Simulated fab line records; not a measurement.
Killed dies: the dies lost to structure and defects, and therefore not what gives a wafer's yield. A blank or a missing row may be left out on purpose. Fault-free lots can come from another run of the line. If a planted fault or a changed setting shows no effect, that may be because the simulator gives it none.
Chamber matching | flow nand-harc | rie-diel-09 running NHARC_P_M2_DESCUM_14: 4 sister chambers
The step chemistry O2, time 3 s. 14 wafers are shown with their chamber, then 7 later ones without.

## EACH WAFER AND ITS CHAMBER
wafer  | chamber | showerhead-plenum-p-Torr (Torr) | drypump-motor-current-A (A) | oes-product-au (a.u.)
L133.1 | 3       | 1.85                            | 5.1                         | 1.007
L133.2 | 0       | 1.80                            | 4.9                         | 1.001
L133.6 | 0       | 1.80                            | 4.9                         | 0.989
L134.1 | 3       | 1.85                            | 5.2                         | 1.012
L134.2 | 1       | 1.92                            | 6.1                         | 1.004
L134.6 | 3       | 1.85                            | 5.2                         | 1.013
L138.3 | 2       | 1.90                            | 5.0                         | 0.987
L138.5 | 1       | 1.92                            | 6.1                         | 1.000
L138.6 | 0       | 1.79                            | 4.9                         | 0.998
L141.1 | 2       | 1.90                            | 5.0                         | 0.995
L141.3 | 0       | 1.79                            | 4.9                         | 0.996
L141.5 | 2       | 1.90                            | 5.0                         | 0.994
L142.2 | 1       | 1.92                            | 6.1                         | 1.001
L142.5 | 3       | 1.85                            | 5.1                         | 1.008

SIGNATURES (averages over the wafers above)
reading                  | chamber 0 | chamber 1 | chamber 2 | chamber 3 | scatter within a chamber
showerhead-plenum-p-Torr | 1.7950    | 1.9200    | 1.9000    | 1.8500    | 0.00316
drypump-motor-current-A  | 4.900     | 6.100     | 5.000     | 5.150     | 0.0316
oes-product-au           | 0.99600   | 1.00167   | 0.99200   | 1.01000   | 0.00388
Rule: a wafer lies at a distance from a chamber equal to the root of the sum of squares, over the readings, of (its reading less the chamber's mean, divided by the reading's scatter). The wafer belongs to the nearest chamber; if the next one is less than 2 further off, it can't be placed. How the scatter is found: for the shown wafers, subtract from each reading the mean of its chamber, square and add these, divide the total by (wafers less chambers), then take the root.

## WAFERS MISSING THEIR CHAMBER
wafer  | showerhead-plenum-p-Torr (Torr) | drypump-motor-current-A (A) | oes-product-au (a.u.)
L142.6 | 1.90                            | 5.0                         | 0.992
L148.4 | 1.90                            | 5.0                         | 0.992
L148.5 | 1.85                            | 5.1                         | 1.002
L148.6 | 1.79                            | 4.9                         | 0.993
L149.2 | 1.85                            | 5.1                         | 1.010
L149.4 | 1.79                            | 4.9                         | 0.998
L149.6 | 1.90                            | 5.0                         | 0.988

## CHAMBER TAKEN BY EACH
wafer  | from the rows above | in truth
L142.6 | 2                   | 2
L148.4 | 2                   | 2
L148.5 | 3                   | 3
L148.6 | 0                   | 0
L149.2 | 3                   | 3
L149.4 | 0                   | 0
L149.6 | 2                   | 2
7 of 7 placed correctly. Can't be placed from these rows: 0. Number placed wrongly: 0.
